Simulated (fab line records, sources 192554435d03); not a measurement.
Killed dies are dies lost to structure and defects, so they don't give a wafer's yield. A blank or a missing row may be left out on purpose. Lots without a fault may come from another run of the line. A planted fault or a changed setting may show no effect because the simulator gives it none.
Chamber matching | flow n5_finfet | N5_GATE_CUT_SAC_CAP_01 on ald_sin-02: 4 sister chambers
The step material SiNx, target thk 24 nm, pulse time 1 s, ald cycles 480. 4 wafers are shown with their chamber, then 8 later ones without.

WAFERS WITH THEIR CHAMBER
wafer  | chamber | heater_power_w (W)
L082.5 | 2       | 685
L084.4 | 0       | 806
L084.5 | 1       | 1017
L086.1 | 3       | 732

WAFERS WITHOUT THEIR CHAMBER
wafer  | heater_power_w (W)
L086.3 | 1004
L086.4 | 1015
L088.3 | 806
L088.4 | 791
L088.5 | 729
L097.1 | 756
L097.3 | 709
L097.6 | 850

WHICH CHAMBER EACH WENT THROUGH
wafer  | from the rows above     | in truth
L086.3 | 1                       | 1
L086.4 | 1                       | 1
L088.3 | 0                       | 0
L088.4 | 0                       | 0
L088.5 | can't be placed: 3 or 2 | 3
L097.1 | can't be placed: 3 or 0 | 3
L097.3 | can't be placed: 3 or 2 | 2
L097.6 | 0                       | 0
Placed correctly: 5 of 8. Can't be placed from these rows: 3 (the true chamber is among the candidates in 3). Placed wrongly: 0.
How it was worked out, from the rows above alone: a wafer's distance from a chamber is the root of the sum, over the readings, of the square of ((its reading less the chamber's mean) divided by the reading's scatter). The wafer belongs to the nearest chamber; if the next one is less than 2 further off, it can't be placed. A chamber's mean is the mean of its shown wafers. The scatter: with one shown wafer a chamber, the root of the mean of the squares of how far each hidden wafer lies from its nearest shown one.
